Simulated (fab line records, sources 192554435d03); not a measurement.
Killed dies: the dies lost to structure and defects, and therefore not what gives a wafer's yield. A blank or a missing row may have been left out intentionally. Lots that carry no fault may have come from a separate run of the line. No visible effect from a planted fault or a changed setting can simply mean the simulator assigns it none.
Which tool is to blame? / flow n5_finfet / 7 lots with 20 wafers sampled at 4 steps, on a route of 1938 steps

== WHAT THE GAUGES SHOWED, per wafer ==
N5_SD_EPI_P_EPI_MEAS_23.
lot=L365; measured=day 4 15:21; on=film_metro-01; thk_nm (nm)=61.5 87.0
lot=L371; measured=day 6 02:52; on=film_metro-01; thk_nm (nm)=58.4 88.1 58.4
lot=L374; measured=day 6 20:42; on=film_metro-01; thk_nm (nm)=62.7 59.2 62.9
lot=L377; measured=day 7 13:49; on=film_metro-01; thk_nm (nm)=59.7 62.8 62.6
lot=L379; measured=day 8 02:49; on=film_metro-01; thk_nm (nm)=62.2 63.1 60.5
lot=L381; measured=day 8 13:39; on=film_metro-01; thk_nm (nm)=60.2 60.0 58.7
lot=L383; measured=day 9 04:26; on=film_metro-02; thk_nm (nm)=60.3 60.5 60.9

== WHICH TOOL RAN EACH LOT (tool, then ch and the chambers of the sampled wafers, then the start) ==
lot=L365; N5_SD_EPI_N_ETCH_16=rie_diel-04 ch 1,2, day 4 07:14; N5_SD_EPI_N_STRIP_38=plasma_asher-02 ch 0,1, day 4 07:24; N5_SD_EPI_P_EPI_21=epi_rpcvd-04 ch 0, day 4 13:08
lot=L371; N5_SD_EPI_N_ETCH_16=rie_diel-04 ch 1,2,3, day 5 19:18; N5_SD_EPI_N_STRIP_38=plasma_asher-02 ch 0,1, day 5 19:28; N5_SD_EPI_P_EPI_21=epi_rpcvd-04 ch 0, day 6 00:40
lot=L374; N5_SD_EPI_N_ETCH_16=rie_diel-02 ch 0,2,3, day 6 12:41; N5_SD_EPI_N_STRIP_38=plasma_asher-01 ch 0,1, day 6 12:52; N5_SD_EPI_P_EPI_21=epi_rpcvd-03 ch 0, day 6 18:29
lot=L377; N5_SD_EPI_N_ETCH_16=rie_diel-01 ch 0,3, day 7 06:28; N5_SD_EPI_N_STRIP_38=plasma_asher-01 ch 0,1, day 7 06:38; N5_SD_EPI_P_EPI_21=epi_rpcvd-02 ch 0, day 7 12:21
lot=L379; N5_SD_EPI_N_ETCH_16=rie_diel-01 ch 1,2,3, day 7 19:14; N5_SD_EPI_N_STRIP_38=plasma_asher-02 ch 0,1, day 7 19:24; N5_SD_EPI_P_EPI_21=epi_rpcvd-02 ch 0, day 8 00:37
lot=L381; N5_SD_EPI_N_ETCH_16=rie_diel-01 ch 0,1,2, day 8 06:16; N5_SD_EPI_N_STRIP_38=plasma_asher-01 ch 0,1, day 8 06:26; N5_SD_EPI_P_EPI_21=epi_rpcvd-04 ch 0, day 8 11:49
lot=L383; N5_SD_EPI_N_ETCH_16=rie_diel-04 ch 0,2,3, day 8 20:45; N5_SD_EPI_N_STRIP_38=plasma_asher-01 ch 0,1, day 8 20:55; N5_SD_EPI_P_EPI_21=epi_rpcvd-02 ch 0, day 9 02:14
- N5_SD_EPI_N_ETCH_16: etches SiO2 in CHF3/O2, target depth 5 nm.
- N5_SD_EPI_N_STRIP_38: strips in N2/H2.
- N5_SD_EPI_P_EPI_21: deposits SiGe:B, time 355 s.

== THE ANSWER, worked out from the rows above alone ==
Rule: usual is defined by the lots themselves. Put in order of their means at a reading, lots are off if they are a third of the lots or fewer, leave a main group of 4 or more, and stand apart from it by a gap of 3 or more times the standard deviation of the main group's means; of several such gaps the widest counts. Not used: any main group whose means are identical at the precision the tables above print for the reading. A lot without any number at a reading at which 4 lots or more have one is off too. Where the step has rows for the other lots, those lots are counted as sound.
Off, at N5_SD_EPI_P_EPI_MEAS_23 on thk_nm: L365, L371. Main group: mean 61.1 nm, sd 0.86.
If a tool, at a process step before that reading, ran all the lots that are off and no sound lot after the first of them, it fits. Gauges at N5_SD_EPI_P_EPI_MEAS_23: tried the same way as those tools. Of those tried, none fits.

== WHAT THE SIMULATOR HAD PUT IN ==
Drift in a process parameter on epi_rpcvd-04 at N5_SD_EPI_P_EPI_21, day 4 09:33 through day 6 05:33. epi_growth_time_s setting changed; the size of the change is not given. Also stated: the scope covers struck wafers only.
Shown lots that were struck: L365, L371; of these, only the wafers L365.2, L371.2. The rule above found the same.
